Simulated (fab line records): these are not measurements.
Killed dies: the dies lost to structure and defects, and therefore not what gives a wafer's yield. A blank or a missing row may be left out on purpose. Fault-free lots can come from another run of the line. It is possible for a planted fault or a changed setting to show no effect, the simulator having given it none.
Chamber matching -- flow nandHarc -- 4 sister chambers for NHARC_A_BLC_STRIP_29 on rieDiel-02
The step strips in CF4. 4 wafers are shown with their chamber, then 8 later ones without.

WAFERS WITH THEIR CHAMBER
wafer,chamber,showerheadPlenumPTorr (Torr)
L303.1,0,1.71
L309.3,2,1.69
L309.6,1,1.71
L314.1,3,1.86

WAFERS WITH NO CHAMBER GIVEN
wafer,showerheadPlenumPTorr (Torr)
L314.2,1.70
L314.3,1.69
L316.2,1.71
L316.4,1.69
L316.5,1.69
L324.1,1.69
L324.4,1.71
L324.6,1.86

WHICH CHAMBER EACH ONE RAN IN
wafer,from the rows above,in truth
L314.2,can't be placed: 0 or 1 or 2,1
L314.3,2,2
L316.2,can't be placed: 0 or 1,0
L316.4,2,2
L316.5,2,2
L324.1,2,2
L324.4,can't be placed: 0 or 1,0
L324.6,3,3
Placed correctly: 5 of 8. Not placeable from these rows: 3 (in 3, the candidates include the true chamber). 0 placed wrongly.
How it was worked out, from the rows above alone: a wafer's distance from a chamber is the root of the sum, over the readings, of the square of ((its reading less the chamber's mean) divided by the reading's scatter). If the next closest chamber is less than 2 further off than the closest, the wafer can't be placed; otherwise it belongs to the closest. Each chamber's mean is taken over the wafers shown for it. The scatter: root of mean squared gap, hidden wafer to nearest shown wafer, with one shown wafer a chamber.
